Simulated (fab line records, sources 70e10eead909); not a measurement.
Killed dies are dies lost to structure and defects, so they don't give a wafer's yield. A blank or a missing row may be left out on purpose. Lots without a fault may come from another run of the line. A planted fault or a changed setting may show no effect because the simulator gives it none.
Chamber matching | flow nand_harc | NHARC_P_STI_CMP_21 on cmp-04: 4 sister chambers
The step polishes, t overpolish 20 s, target thk 380.67 nm. 18 wafers are shown with their chamber, then 9 later ones without.

WAFERS WITH THEIR CHAMBER
wafer  | chamber | motor_current_A (A) | overpolish_run_s (s)
L076.2 | 0       | 13.2                | 20.004
L076.3 | 2       | 11.5                | 20.008
L076.5 | 0       | 13.1                | 19.996
L078.2 | 2       | 11.4                | 20.001
L078.5 | 0       | 13.3                | 20.006
L078.6 | 3       | 12.4                | 19.992
L080.1 | 1       | 12.8                | 20.000
L080.4 | 2       | 11.8                | 19.999
L080.5 | 3       | 12.0                | 20.001
L087.1 | 2       | 11.4                | 19.996
L087.2 | 3       | 11.9                | 20.004
L087.3 | 1       | 12.0                | 20.002
L088.2 | 2       | 11.6                | 20.000
L088.4 | 3       | 13.1                | 19.999
L088.5 | 2       | 10.9                | 19.980
L089.3 | 3       | 11.8                | 20.005
L089.4 | 1       | 13.1                | 19.991
L089.6 | 2       | 11.4                | 19.974

SIGNATURES (means of the wafers above)
reading          | chamber 0 | chamber 1 | chamber 2 | chamber 3 | scatter within a chamber
motor_current_A  | 13.200    | 12.633    | 11.429    | 12.240    | 0.401
overpolish_run_s | 20.00200  | 19.99767  | 19.99400  | 20.00020  | 0.00901
Rule: a wafer's distance from a chamber is the root of the sum, over the readings, of the square of ((its reading less the chamber's mean) divided by the reading's scatter). The wafer belongs to the nearest chamber; if the next one is less than 2 further off, it can't be placed. The scatter: the root of (the sum of the squares of (reading less its chamber's mean) over the shown wafers, divided by (wafers less chambers)).

WAFERS WITHOUT THEIR CHAMBER
wafer  | motor_current_A (A) | overpolish_run_s (s)
L091.1 | 12.7                | 20.012
L091.2 | 13.2                | 19.996
L091.5 | 12.3                | 19.981
L092.1 | 12.4                | 20.015
L092.3 | 12.6                | 19.990
L092.4 | 13.0                | 20.000
L097.1 | 11.7                | 20.012
L097.2 | 12.0                | 19.991
L097.5 | 13.0                | 19.990

WHICH CHAMBER EACH WENT THROUGH
wafer  | from the rows above               | in truth
L091.1 | can't be placed: 1 or 0 or 3      | 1
L091.2 | can't be placed: 0 or 1 or 3      | 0
L091.5 | can't be placed: 1 or 3 or 2 or 0 | 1
L092.1 | can't be placed: 3 or 1 or 0 or 2 | 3
L092.3 | can't be placed: 1 or 3 or 0      | 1
L092.4 | can't be placed: 0 or 1 or 3      | 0
L097.1 | can't be placed: 3 or 2 or 1      | 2
L097.2 | can't be placed: 3 or 2 or 1      | 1
L097.5 | can't be placed: 1 or 0 or 3      | 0
Placed correctly: 0 of 9. Can't be placed from these rows: 9 (the true chamber is among the candidates in 9). Placed wrongly: 0.
